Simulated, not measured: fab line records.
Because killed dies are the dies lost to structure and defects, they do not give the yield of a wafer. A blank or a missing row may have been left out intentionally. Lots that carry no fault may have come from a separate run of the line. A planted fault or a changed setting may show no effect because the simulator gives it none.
fab line records    flow n5-finfet
record: lots: 11  wafers: 31  last-day: 19
route steps=1938 shown BEOL_M6@1241 PASSIVATION@1936
lots that met no fault: from a run of the same line without faults
start-h: hours from the record's opening day to when the first of the lot's shown wafers began    wait-h: how many hours have passed since the lot's step before this one    " same as the row above    L1.1+2: one row covering several wafers at once    - either no value or no given start    * or withheld: withheld    < > ~ a bound
route shown NAME@n: NAME is a module with steps in the file, n the number in the route of the first one    usual: mean and standard deviation over wafers with no fault    same: alike in all rows    chamber/n: place in a boat    sites: per-site readings    _std_site: standard deviation across them    _edge_site: mean of outer sites minus mean of inner sites    radius-mm: how far each site lies from the wafer's centre    mask NAME#n: copy n    behind: the most recent tool/chamber to have shaped the wafer    hold: what put the lot on hold/how long, in hours/how the hold closed    device: whichever transistor did not switch (one of n, p or np)    end of line: tests run on the same wafers once the route is complete    a step given without rows: its recipe and nothing more    killed: at the first sort, the dies lost to defects and structure; wafer yield is something else    map: dies across one wafer; x = killed, . = not, _ = none there
set.NAME: the setting that was run; set.NAME@STEP: the one run at that earlier step    model.NAME: the simulator's own value behind a step, which no gauge read
steps of the route over a sample of lots; a table a step, a row a wafer
services: a tool's chamber out of use, with start hour (start-h, from the record's first day; less than 0 if before it), hours out, and reason
== steps ==
step: N5_BEOL_M6_STRIP_80
recipe: chemistry: N2/H2  time-s: 10  power-w: 450  temp-c: 40  pressure-mtorr: 20  rf-frequency-hz: 6e+07  bias-power-w: 7  n2-flow-sccm: 200  h2-flow-sccm: 200
usual: drypump-motor-current-A: 5.7/0.33  oes-product-au: 0.83/0.063  rf-vpp-V: 59.3/0.9  showerhead-plenum-p-Torr: 2.56/0.12  throttle-valve-pct: 23.7/0.31
lot.wafer  tool         chamber  start-h  wait-h  drypump-motor-current-A  oes-product-au  rf-hours-counter-h  rf-vpp-V  showerhead-plenum-p-Torr  throttle-valve-pct
L774.2     rie-diel-05  0        -        -       5.6                      0.77            132                 58.6      2.35                      24.1
L774.3     "            2        "        "       5.6                      0.82            73                  59.0      2.66                      23.4
L774.5     "            0        "        "       5.6                      0.78            -                   57.8      2.35                      24.1
L773.1     rie-diel-05  3        -        -       5.5                      0.97            1                   60.3      2.61                      23.5
L773.3     "            1        "        "       5.6                      0.88            32                  58.4      2.49                      23.7
L773.6     "            0        "        "       5.6                      0.77            -                   57.3      2.35                      24.1
L775.2     rie-diel-01  0        -        -       5.7                      0.85            43                  60.0      2.48                      23.6
L775.4     "            1        "        "       5.8                      0.86            78                  60.2      2.48                      23.9
L775.6     "            2        "        "       5.1                      0.91            -                   60.1      2.47                      23.0
L776.1     rie-diel-03  3        -        -       6.5                      0.69            213                 59.5      2.49                      23.1
L776.4     "            0        "        "       5.6                      0.89            -                   58.4      2.70                      23.5
L776.6     "            3        "        "       6.4                      0.70            -                   60.3      2.49                      23.1
L779.2     rie-diel-05  3        -        -       5.5                      0.93            11                  60.0      2.61                      23.6
L779.4     "            0        "        "       5.6                      0.77            144                 60.0      2.35                      24.1
L779.6     "            1        "        "       5.5                      0.86            -                   60.4      2.48                      23.7
L780.1     rie-diel-05  3        -        -       5.5                      0.90            14                  60.1      2.61                      23.6
L780.4     "            0        "        "       5.6                      0.76            148                 57.5      2.35                      24.1
L780.6     "            3        "        "       5.5                      0.90            -                   58.8      2.61                      23.6
L782.2     rie-diel-03  3        -        -       6.4                      0.69            225                 59.6      2.49                      23.2
L782.4     "            2        "        "       5.7                      0.93            9                   59.8      2.73                      23.6
L782.5     "            2        "        "       5.7                      0.94            -                   60.4      2.73                      23.6
L785.3     rie-diel-05  0        -        -       5.5                      0.75            153                 57.3      2.35                      24.1
L785.4     "            1        "        "       5.6                      0.84            51                  57.9      2.48                      23.7
L785.5     "            1        "        "       5.5                      0.84            -                   60.1      2.48                      23.7
L788.2     rie-diel-01  0        -        -       5.6                      0.82            70                  58.0      2.47                      23.7
L788.6     "            1        "        "       5.8                      0.82            -                   58.3      2.47                      24.0
L792.3     rie-diel-05  0        -        -       5.6                      0.74            168                 58.4      2.34                      24.1
L792.5     "            0        "        "       5.5                      0.74            -                   57.9      2.34                      24.1
L795.1     rie-diel-03  2        -        -       5.7                      0.87            39                  58.7      2.71                      23.6
L795.3     "            0        "        "       5.6                      0.85            56                  59.6      2.69                      23.5
L795.6     "            2        "        "       5.6                      0.87            -                   60.0      2.71                      23.6
step: N5_BEOL_M6_ALD_77
recipe: material: TaN  target-thk-a: 20  temp-c: 275  ald-precursor-family: PDMAT  ald-co-reactant: NH3  pressure-torr: 3  carrier-flow-sccm: 1500  pulse-time-s: 2  purge-time-s: 3  co-reactant-purge-time-s: 2  co-reactant-pulse-time-s: 3  ald-cycles: 40  precursor-vessel-temp-c: 75  precursor-vessel-pressure-torr: 26.25  precursor-vessel-carrier-sccm: 1000
usual: heater-power-w: 423/37
same: purge-time-s: 3
lot.wafer  tool          chamber  start-h  wait-h  heater-power-w
L774.2     ald-metal-04  3        228.24   0.0     374
L774.3     "             0        "        "       431
L774.5     "             3        "        "       382
L773.1     ald-metal-03  1        232.49   0.0     468
L773.3     "             2        "        "       452
L773.6     "             0        "        "       356
L775.2     ald-metal-03  2        239.70   0.1     449
L775.4     "             3        "        "       421
L775.6     "             1        "        "       453
L776.1     ald-metal-01  0        248.03   0.0     490
L776.4     "             3        "        "       407
L776.6     "             2        "        "       465
L779.2     ald-metal-03  0        262.01   0.0     357
L779.4     "             1        "        "       461
L779.6     "             1        "        "       455
L780.1     ald-metal-04  1        268.75   0.0     457
L780.4     "             2        "        "       426
L780.6     "             2        "        "       426
L782.2     ald-metal-04  0        290.06   0.1     432
L782.4     "             3        "        "       368
L782.5     "             1        "        "       454
L785.3     ald-metal-01  1        293.84   0.0     453
L785.4     "             0        "        "       495
L785.5     "             0        "        "       491
L788.2     ald-metal-03  3        315.94   0.0     411
L788.6     "             0        "        "       355
L792.3     ald-metal-03  1        338.84   0.1     449
L792.5     "             1        "        "       458
L795.1     ald-metal-04  0        363.17   0.0     427
L795.3     "             2        "        "       427
L795.6     "             3        "        "       373
step: N5_BEOL_M6_SURFACE_TREAT_79
recipe: gas: Ar  time-s: *  ion-energy-ev: *  ion-current-ma-cm2: 0.5  pressure-mtorr: *  ar-flow-sccm: 30
usual: throttle-valve-pct: *
lot.wafer  tool            chamber  start-h  wait-h  throttle-valve-pct
L774.2     pvd-sputter-02  -        228.58   0.2     *
L774.3     "               -        "        "       *
L774.5     "               -        "        "       *
L773.1     pvd-sputter-01  -        232.79   0.2     *
L773.3     "               -        "        "       *
L773.6     "               -        "        "       *
L775.2     pvd-sputter-02  -        240.00   0.2     *
L775.4     "               -        "        "       *
L775.6     "               -        "        "       *
L776.1     pvd-sputter-03  -        248.38   0.2     *
L776.4     "               -        "        "       *
L776.6     "               -        "        "       *
L779.2     pvd-sputter-01  -        262.35   0.2     *
L779.4     "               -        "        "       *
L779.6     "               -        "        "       *
L780.1     pvd-sputter-02  -        269.05   0.2     *
L780.4     "               -        "        "       *
L780.6     "               -        "        "       *
L782.2     pvd-sputter-01  -        290.50   0.3     *
L782.4     "               -        "        "       *
L782.5     "               -        "        "       *
L785.3     pvd-sputter-01  -        294.14   0.2     *
L785.4     "               -        "        "       *
L785.5     "               -        "        "       *
L788.2     pvd-sputter-01  -        316.24   0.2     *
L788.6     "               -        "        "       *
L792.3     pvd-sputter-01  -        339.28   0.3     *
L792.5     "               -        "        "       *
L795.1     pvd-sputter-03  -        363.47   0.2     *
L795.3     "               -        "        "       *
L795.6     "               -        "        "       *
step: N5_BEOL_M6_ECD_50
recipe: material: Cu  target-thk-a: 3000
lot.wafer   tool       chamber  start-h  wait-h
L774.2+3+5  ecd-cu-01  1,1,0    228.96   0.1
L773.1+3+6  ecd-cu-02  1,0,1    233.20   0.1
L775.2+4+6  ecd-cu-01  0,0,1    240.54   0.1
L776.1+4+6  ecd-cu-01  0        248.72   0.1
L779.2+4+6  ecd-cu-02  0,1,0    262.72   0.1
L780.1+4+6  ecd-cu-02  1,1,0    269.42   0.1
L782.2+4+5  ecd-cu-01  0,1,1    290.83   0.1
L785.3+4+5  ecd-cu-01  0,1,0    294.53   0.1
L788.2+6    ecd-cu-01  1        316.59   0.1
L792.3+5    ecd-cu-01  1        339.62   0.1
L795.1+3+6  ecd-cu-02  0,1,1    363.98   0.1
step: N5_BEOL_M6_CMP_52
recipe: stop-on: SiCOH_lowk  t-overpolish-s: 6.9  down-force-psi: 1  platen-rpm: 50  clearing-platen-down-force-psi: 1.5  clearing-platen-rpm: 50  post-cmp-clean: cu-alkaline  target-thk-nm: 80  clearing-platen-pad-velocity-m-s: 0.99484  pad-velocity-m-s: 0.99484
usual: motor-current-A: 6.1/0.45  slurry-filter-dp-kPa: 13.51/0.14  time-to-endpoint-s: 61/3.6
lot.wafer  tool    chamber  start-h  wait-h  motor-current-A  slurry-filter-dp-kPa  time-to-endpoint-s
L774.2     cmp-02  0        229.74   0.4     7.0              13.65                 54
L774.3     "       2        "        "       6.5              13.26                 57
L774.5     "       3        "        "       5.8              13.45                 59
L773.1     cmp-02  1        234.31   0.3     6.0              13.65                 61
L773.3     "       2        "        "       6.2              13.78                 61
L773.6     "       0        "        "       6.8              13.61                 60
L775.4     cmp-01  0        240.97   0.2     5.8              13.50                 60
L775.2     "       1        "        "       5.8              13.63                 65
L775.6     "       0        "        "       6.2              13.41                 58
L776.4     cmp-04  3        249.53   0.1     5.4              13.50                 66
L776.1     "       1        "        "       7.0              13.43                 62
L776.6     "       3        "        "       5.6              13.57                 67
L779.4     cmp-04  3        263.12   0.1     5.6              13.60                 70
L779.2     "       2        "        "       5.8              13.54                 65
L779.6     "       3        "        "       5.5              13.47                 65
L780.4     cmp-02  2        269.82   0.1     6.5              13.56                 62
L780.1     "       3        "        "       5.9              13.41                 59
L780.6     "       2        "        "       6.4              13.46                 62
L782.2     cmp-04  2        291.48   0.2     6.0              13.51                 63
L782.4     "       0        "        "       6.3              13.50                 64
L782.5     "       1        "        "       6.6              13.47                 59
L785.3     cmp-02  3        294.93   0.2     5.7              13.58                 62
L785.4     "       0        "        "       6.4              13.37                 60
L785.5     "       2        "        "       5.9              13.47                 64
L788.2     cmp-01  3        317.15   0.3     5.0              13.36                 80
L788.6     "       2        "        "       6.4              13.59                 56
L792.3     cmp-04  1        340.45   0.3     6.6              13.34                 56
L792.5     "       0        "        "       6.5              13.34                 80
L795.3     cmp-01  1        365.10   0.2     6.2              13.57                 67
L795.1     "       2        "        "       6.7              13.48                 61
L795.6     "       1        "        "       5.9              13.51                 68
step: N5_PASSIVATION_PROBE_49
usual: defect-limited-yield: 91.0/1.4  killed_at_M0_to_M3: 33/11  killed_at_M4_up: 14/5  killed-at-contacts: 11/7.3  killed-at-front-end: 43/12  killed-at-other: 4/3.1  killed-dies: 106/17  killed-open: 69/13  killed-short: 34/8.7  sort_bin_5_function: 5.2/0.96  sort_bin_6_memory: 3.3/0.66  sort-n-pass: 1074/17  sort-yield-pct: 91.0/1.4
same: gross-dies: 1180  killed-at-back-side: 0  sort_bin_4_leakage[%]: 0  sort_bin_8_speed[%]: 0
lot.wafer  tool       chamber  start-h  wait-h  defect-limited-yield[%]  killed_at_M0_to_M3  killed_at_M4_up  killed-at-contacts  killed-at-front-end  killed-at-other  killed-dies  killed-open  killed-short  sort_bin_5_function[%]  sort_bin_6_memory[%]  sort-n-pass  sort-yield-pct[%]
L773.1     prober-02  -        318.22   0.0     92.1                     22                  24               8                   38                   1                93           72           21            4.5                     3.1                   1087         92.1
L773.3     prober-02  -        318.32   0.1     90.7                     36                  17               5                   52                   0                110          80           29            5.3                     3.6                   1070         90.7
L773.6     prober-02  -        318.47   0.3     91.4                     35                  14               7                   43                   3                102          69           32            5.0                     3.6                   1078         91.4
L774.2     prober-01  -        321.58   0.1     89.7                     46                  19               15                  38                   4                122          82           37            6.0                     3.8                   1058         89.7
L774.3     prober-01  -        321.63   0.1     91.5                     33                  20               14                  30                   3                100          52           46            5.0                     3.3                   1080         91.5
L774.5     prober-01  -        321.73   0.2     90.6                     32                  11               14                  45                   9                111          73           37            5.8                     3.2                   1069         90.6
L775.2     prober-02  -        326.89   0.1     92.4                     26                  9                9                   37                   9                90           66           24            4.6                     3.1                   1090         92.4
L775.4     prober-02  -        326.99   0.2     92.0                     26                  9                9                   45                   5                94           66           28            5.6                     2.1                   1086         92.0
L775.6     prober-02  -        327.09   0.3     91.3                     32                  16               7                   43                   5                103          70           28            5.3                     2.9                   1077         91.3
L776.1     prober-01  -        336.56   0.0     90.3                     41                  12               15                  36                   11               115          73           33            5.8                     3.5                   1065         90.3
L776.4     prober-01  -        336.71   0.2     88.6                     42                  15               19                  50                   8                134          85           46            6.4                     4.4                   1046         88.6
L776.6     prober-01  -        336.81   0.3     89.3                     32                  15               30                  41                   8                126          81           36            5.7                     3.9                   1054         89.3
L779.2     prober-02  -        346.11   0.1     92.2                     32                  14               12                  33                   1                92           49           39            3.9                     3.2                   1088         92.2
L779.4     prober-02  -        346.21   0.2     90.3                     28                  11               14                  59                   3                115          60           53            5.5                     3.3                   1065         90.3
L779.6     prober-02  -        346.31   0.3     92.6                     24                  3                16                  43                   1                87           44           43            4.3                     2.6                   1093         92.6
L780.1     prober-01  -        357.76   0.0     90.3                     36                  13               9                   53                   3                114          73           38            6.3                     2.8                   1066         90.3
L780.4     prober-01  -        357.91   0.2     91.4                     31                  13               7                   45                   6                102          60           42            4.7                     3.6                   1078         91.4
L780.6     prober-01  -        358.01   0.3     89.0                     54                  11               5                   56                   4                130          84           44            6.6                     4.1                   1050         89.0
L782.2     prober-02  -        377.75   0.1     88.8                     63                  10               12                  43                   4                132          86           38            5.7                     4.6                   1048         88.8
L782.4     prober-02  -        377.85   0.2     87.2                     84                  9                16                  36                   6                151          91           60            7.3                     4.9                   1029         87.2
L782.5     prober-02  -        377.90   0.2     88.5                     53                  15               8                   57                   3                136          99           35            7.2                     4.0                   1044         88.5
L785.3     prober-02  -        384.38   0.1     91.7                     27                  5                17                  43                   6                98           59           39            4.4                     3.3                   1082         91.7
L785.4     prober-02  -        384.43   0.2     92.0                     21                  10               15                  41                   7                94           58           35            4.4                     3.4                   1086         92.0
L785.5     prober-02  -        384.48   0.2     90.3                     44                  10               13                  42                   6                115          82           33            5.3                     4.1                   1065         90.3
L788.2     prober-01  -        403.94   0.1     92.2                     32                  9                10                  40                   1                92           60           29            4.2                     3.2                   1088         92.2
L788.6     prober-01  -        404.14   0.3     90.8                     39                  17               2                   47                   4                109          77           31            5.8                     3.4                   1071         90.8
L792.3     prober-01  -        438.28   0.1     90.9                     42                  16               15                  30                   4                107          76           28            4.3                     4.4                   1073         90.9
L792.5     prober-01  -        438.38   0.2     91.9                     40                  21               4                   28                   2                95           72           16            4.3                     3.1                   1085         91.9
L795.1     prober-01  -        450.79   0.0     90.6                     24                  26               17                  40                   4                111          72           36            5.6                     3.6                   1069         90.6
L795.3     prober-01  -        450.89   0.1     91.4                     28                  22               6                   38                   7                101          62           28            5.4                     2.3                   1079         91.4
L795.6     prober-01  -        451.04   0.3     88.5                     35                  24               17                  57                   3                136          83           51            7.9                     2.8                   1044         88.5
killed by level:class
L773.1 BEOL_M4:geometric-particle:open=12 BEOL_M1:geometric-particle:open=7 BEOL_M3:geometric-particle:open=6 GATE_CUT:geometric-particle:short=6 GATE_CUT:geometric-particle:open=6 MOL_CONTACT_COAG:geometric-particle:open=6 STI_FIN_REVEAL:geometric-particle:open=5 BEOL_M2:geometric-particle:open=5
L773.3 STI_FIN_REVEAL:geometric-particle:open=26 BEOL_M0_SAQP:geometric-particle:short=10 BEOL_M1:geometric-particle:open=10 DUMMY_GATE:geometric-particle:open=9 BEOL_M4:geometric-particle:open=7 BEOL_M2:geometric-particle:open=6 MOL_CONTACT_COAG:geometric-particle:open=5 STARTING-WAFER:geometric-particle:short=5
L773.6 STI_FIN_REVEAL:geometric-particle:open=12 BEOL_M2:geometric-particle:open=9 FIN_SAQP:geometric-particle:short=7 GATE_CUT:geometric-particle:short=7 MOL_CONTACT_COAG:geometric-particle:open=7 BEOL_M1:geometric-particle:open=7 BEOL_M3:geometric-particle:open=5 GATE_CUT:geometric-particle:open=4
L774.2 MOL_CONTACT_COAG:geometric-particle:open=13 BEOL_M4:geometric-particle:open=12 BEOL_M2:geometric-particle:open=10 BEOL_M0_SAQP:geometric-particle:open=8 GATE_CUT:geometric-particle:short=7 BEOL_M0_SAQP:geometric-particle:short=7 FIN_SAQP:geometric-particle:open=6 BEOL_M3:geometric-particle:open=6
L774.3 BEOL_M4:geometric-particle:open=12 FIN_SAQP:geometric-particle:short=9 MOL_CONTACT_COAG:geometric-particle:open=9 BEOL_M0_SAQP:geometric-particle:short=8 FIN_SAQP:geometric-particle:open=6 BEOL_M0_SAQP:geometric-particle:open=6 BEOL_M0:geometric-particle:short=5 STARTING-WAFER:geometric-particle:short=5
L774.5 STI_FIN_REVEAL:geometric-particle:open=13 MOL_CONTACT_COAG:geometric-particle:open=9 BEOL_M0_SAQP:geometric-particle:open=6 BEOL_M0_SAQP:geometric-particle:short=6 DUMMY_GATE:geometric-particle:open=5 GATE_CUT:geometric-particle:open=5 STARTING-WAFER:geometric-particle:open=5 FIN_SAQP:geometric-particle:short=4
L775.2 STI_FIN_REVEAL:geometric-particle:open=11 BEOL_M1:geometric-particle:open=11 MOL_CONTACT_COAG:geometric-particle:open=9 FIN_SAQP:geometric-particle:open=7 BEOL_M0_SAQP:geometric-particle:open=7 FIN_SAQP:geometric-particle:short=5 GATE_CUT:geometric-particle:open=3 STARTING-WAFER:geometric-particle:open=3
L775.4 STI_FIN_REVEAL:geometric-particle:open=18 MOL_CONTACT_COAG:geometric-particle:open=8 BEOL_M1:geometric-particle:open=6 BEOL_M0_SAQP:geometric-particle:open=6 BEOL_M0_SAQP:geometric-particle:short=6 FIN_SAQP:geometric-particle:open=5 FIN_SAQP:geometric-particle:short=4 GATE_CUT:geometric-particle:open=3
L775.6 FIN_SAQP:geometric-particle:open=13 BEOL_M1:geometric-particle:open=9 BEOL_M0_SAQP:geometric-particle:open=8 MOL_CONTACT_COAG:geometric-particle:open=6 BEOL_M2:geometric-particle:open=6 FIN_SAQP:geometric-particle:short=5 GATE_CUT:geometric-particle:short=5 STARTING-WAFER:geometric-particle:short=5
L776.1 MOL_CONTACT_COAG:geometric-particle:open=14 BEOL_M2:geometric-particle:open=9 FIN_SAQP:geometric-particle:short=8 BEOL_M0_SAQP:geometric-particle:open=8 BEOL_M0_SAQP:geometric-particle:short=7 PASSIVATION:area-etch=7 FIN_SAQP:geometric-particle:open=6 STI_FIN_REVEAL:geometric-particle:open=5
L776.4 MOL_CONTACT_COAG:geometric-particle:open=13 FIN_SAQP:geometric-particle:open=12 BEOL_M1:geometric-particle:short=12 FIN_SAQP:geometric-particle:short=10 STI_FIN_REVEAL:geometric-particle:open=10 BEOL_M1:geometric-particle:open=8 BEOL_M3:geometric-particle:open=5 DUMMY_GATE:geometric-particle:open=4
L776.6 MOL_CONTACT_COAG:geometric-particle:open=20 MOL_CONTACT_COAG:geometric-particle:short=10 STI_FIN_REVEAL:geometric-particle:open=9 BEOL_M1:geometric-particle:open=9 BEOL_M4:geometric-particle:open=9 HKMG_FIN:area-etch=6 FIN_SAQP:geometric-particle:short=5 STI_FIN_REVEAL:geometric-particle:short=5
L779.2 FIN_SAQP:geometric-particle:short=10 BEOL_M0_SAQP:geometric-particle:open=10 MOL_CONTACT_COAG:geometric-particle:open=9 BEOL_M0_SAQP:geometric-particle:short=9 FIN_SAQP:geometric-particle:open=5 GATE_CUT:geometric-particle:short=5 BEOL_M3:geometric-particle:open=5 BEOL_M2:geometric-particle:open=4
L779.4 STI_FIN_REVEAL:geometric-particle:open=14 FIN_SAQP:geometric-particle:short=9 MOL_CONTACT_COAG:geometric-particle:short=8 BEOL_M1:geometric-particle:open=7 GATE_CUT:geometric-particle:short=7 STARTING-WAFER:geometric-particle:short=7 MOL_CONTACT_COAG:geometric-particle:open=6 BEOL_M0_SAQP:geometric-particle:short=6
L779.6 FIN_SAQP:geometric-particle:short=16 FIN_SAQP:geometric-particle:open=10 MOL_CONTACT_COAG:geometric-particle:open=10 MOL_CONTACT_COAG:geometric-particle:short=6 BEOL_M0_SAQP:geometric-particle:open=5 BEOL_M0_SAQP:geometric-particle:short=5 BEOL_M2:geometric-particle:open=5 BEOL_M3:geometric-particle:short=4
L780.1 STI_FIN_REVEAL:geometric-particle:open=16 BEOL_M0_SAQP:geometric-particle:short=11 DUMMY_GATE:geometric-particle:open=10 BEOL_M1:geometric-particle:open=8 MOL_CONTACT_COAG:geometric-particle:open=6 BEOL_M2:geometric-particle:open=6 FIN_SAQP:geometric-particle:short=5 STARTING-WAFER:geometric-particle:short=5
L780.4 FIN_SAQP:geometric-particle:open=10 FIN_SAQP:geometric-particle:short=9 STI_FIN_REVEAL:geometric-particle:open=9 BEOL_M0_SAQP:geometric-particle:short=7 BEOL_M2:geometric-particle:open=6 BEOL_M0_SAQP:geometric-particle:open=5 MOL_CONTACT_COAG:geometric-particle:open=4 GATE_CUT:geometric-particle:short=4
L780.6 BEOL_M0_SAQP:geometric-particle:open=18 BEOL_M0_SAQP:geometric-particle:short=16 FIN_SAQP:geometric-particle:open=13 DUMMY_GATE:geometric-particle:open=10 FIN_SAQP:geometric-particle:short=9 STI_FIN_REVEAL:geometric-particle:open=6 BEOL_M1:geometric-particle:open=6 BEOL_M0:geometric-particle:open=5
L782.2 BEOL_M0_SAQP:geometric-particle:open=17 BEOL_M0_SAQP:geometric-particle:short=17 BEOL_M2:geometric-particle:open=14 MOL_CONTACT_COAG:geometric-particle:open=12 DUMMY_GATE:geometric-particle:open=10 HKMG_FIN:area-etch=7 STI_FIN_REVEAL:geometric-particle:open=6 GATE_CUT:geometric-particle:open=6
L782.4 BEOL_M0_SAQP:geometric-particle:short=32 BEOL_M0_SAQP:geometric-particle:open=28 MOL_CONTACT_COAG:geometric-particle:open=13 STI_FIN_REVEAL:geometric-particle:open=8 DUMMY_GATE:geometric-particle:open=8 BEOL_M2:geometric-particle:open=8 BEOL_M1:geometric-particle:open=5 BEOL_M4:geometric-particle:open=5
L782.5 STI_FIN_REVEAL:geometric-particle:open=28 BEOL_M2:geometric-particle:open=14 BEOL_M0_SAQP:geometric-particle:open=11 BEOL_M0_SAQP:geometric-particle:short=9 STI_FIN_REVEAL:geometric-particle:short=7 DUMMY_GATE:geometric-particle:open=7 MOL_CONTACT_COAG:geometric-particle:open=7 BEOL_M3:geometric-particle:open=7
L785.3 BEOL_M0_SAQP:geometric-particle:short=14 MOL_CONTACT_COAG:geometric-particle:open=14 STI_FIN_REVEAL:geometric-particle:open=11 FIN_SAQP:geometric-particle:open=10 FIN_SAQP:geometric-particle:short=5 STI_FIN_REVEAL:geometric-particle:short=4 DUMMY_GATE:geometric-particle:open=4 BEOL_M0_SAQP:geometric-particle:open=4
L785.4 MOL_CONTACT_COAG:geometric-particle:open=13 FIN_SAQP:geometric-particle:open=10 STI_FIN_REVEAL:geometric-particle:open=10 FIN_SAQP:geometric-particle:short=6 BEOL_M1:geometric-particle:open=6 BEOL_M0_SAQP:geometric-particle:short=5 STI_FIN_REVEAL:geometric-particle:short=4 GATE_CUT:geometric-particle:short=4
L785.5 STI_FIN_REVEAL:geometric-particle:open=15 BEOL_M0_SAQP:geometric-particle:open=13 BEOL_M0_SAQP:geometric-particle:short=12 MOL_CONTACT_COAG:geometric-particle:open=11 FIN_SAQP:geometric-particle:open=10 BEOL_M1:geometric-particle:open=7 BEOL_M1:geometric-particle:short=5 BEOL_M2:geometric-particle:open=5
L788.2 STI_FIN_REVEAL:geometric-particle:open=11 MOL_CONTACT_COAG:geometric-particle:open=9 BEOL_M0_SAQP:geometric-particle:open=9 BEOL_M0_SAQP:geometric-particle:short=6 BEOL_M2:geometric-particle:open=5 STARTING-WAFER:geometric-particle:short=5 STI_FIN_REVEAL:geometric-particle:short=4 BEOL_M3:geometric-particle:open=4
L788.6 STI_FIN_REVEAL:geometric-particle:open=13 BEOL_M3:geometric-particle:open=10 GATE_CUT:geometric-particle:short=9 BEOL_M4:geometric-particle:open=8 ILD0:geometric-particle:open=7 BEOL_M0_SAQP:geometric-particle:open=7 BEOL_M2:geometric-particle:open=7 BEOL_M1:geometric-particle:open=6
L792.3 MOL_CONTACT_COAG:geometric-particle:open=13 BEOL_M0_SAQP:geometric-particle:open=9 BEOL_M2:geometric-particle:open=8 BEOL_M4:geometric-particle:open=8 STI_FIN_REVEAL:geometric-particle:open=7 BEOL_M0_SAQP:geometric-particle:short=7 DUMMY_GATE:geometric-particle:open=6 BEOL_M0:geometric-particle:open=5
L792.5 BEOL_M1:geometric-particle:open=12 BEOL_M4:geometric-particle:open=12 BEOL_M2:geometric-particle:open=10 BEOL_M0_SAQP:geometric-particle:open=7 STI_FIN_REVEAL:geometric-particle:open=5 STARTING-WAFER:geometric-particle:open=5 BEOL_M0_SAQP:geometric-particle:short=4 HKMG_FIN:area-etch=4
L795.1 MOL_CONTACT_COAG:geometric-particle:open=16 FIN_SAQP:geometric-particle:short=9 BEOL_M4:geometric-particle:open=8 BEOL_M5:geometric-particle:open=7 FIN_SAQP:geometric-particle:open=5 STI_FIN_REVEAL:geometric-particle:open=5 BEOL_M0_SAQP:geometric-particle:open=5 BEOL_M0_SAQP:geometric-particle:short=5
L795.3 BEOL_M2:geometric-particle:open=8 BEOL_M5:geometric-particle:open=8 HKMG_FIN:area-etch=8 BEOL_M0_SAQP:geometric-particle:open=7 STI_FIN_REVEAL:geometric-particle:open=6 BEOL_M0_SAQP:geometric-particle:short=5 BEOL_M4:geometric-particle:open=5 FIN_SAQP:geometric-particle:short=4
L795.6 BEOL_M2:geometric-particle:open=10 FIN_SAQP:geometric-particle:open=9 MOL_CONTACT_COAG:geometric-particle:short=9 FIN_SAQP:geometric-particle:short=8 MOL_CONTACT_COAG:geometric-particle:open=8 BEOL_M0_SAQP:geometric-particle:open=8 BEOL_M5:geometric-particle:open=8 BEOL_M4:geometric-particle:open=7
== services ==
tool            chamber  start-h  hours  kind
rie-diel-03     2        206.92   7.6    repair
cmp-02          -        212.65   4.0    pm
cmp-04          -        218.33   4.0    pm
cmp-04          -        231.61   7.9    repair
cmp-02          -        253.81   1.8    repair
rie-diel-03     -        255.51   15.6   pm
rie-diel-05     -        266.94   15.6   pm
ald-metal-03    -        272.17   0.7    repair
cmp-04          -        273.48   0.8    repair
cmp-02          -        276.03   0.5    repair
cmp-02          -        277.21   8.7    pm
rie-diel-05     0        293.56   3.4    repair
cmp-04          -        323.84   1.4    repair
cmp-01          -        327.24   4.1    pm
cmp-01          -        331.60   2.1    repair
ald-metal-01    0        331.98   3.4    repair
ald-metal-01    -        337.25   14.0   pm
ald-metal-04    -        338.92   6.0    pm
cmp-01          -        342.81   4.0    pm
ald-metal-03    -        344.92   6.0    pm
cmp-01          -        346.81   7.1    pm
cmp-04          -        351.66   1.4    repair
pvd-sputter-03  -        353.36   1.1    repair
pvd-sputter-03  -        355.01   3.2    repair
== key ==
first-sign: step: N5_BEOL_M6_CMP_52  reading: time-to-endpoint-s  direction: up  sigmas: 5.2  usual: *  struck: *
effect none on later readings
met-at N5_BEOL_M6_ECD_50
struck-lots L788,L792
struck-wafers L788.2,L792.5
not-acting-at N5_BEOL_M6_STRIP_80,N5_BEOL_M6_ALD_77,N5_BEOL_M6_SURFACE_TREAT_79
onset-between 294.53 316.59
fault: kind: process-parameter-drift  tool: ecd-cu-01  chamber: -  onset-h: 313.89  steps: N5_BEOL_M6_ECD_50  channel: target-thk-a  offset: *  shape: step  end-h: 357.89  scope: struck-wafers-only  acts-in: *  stated: *
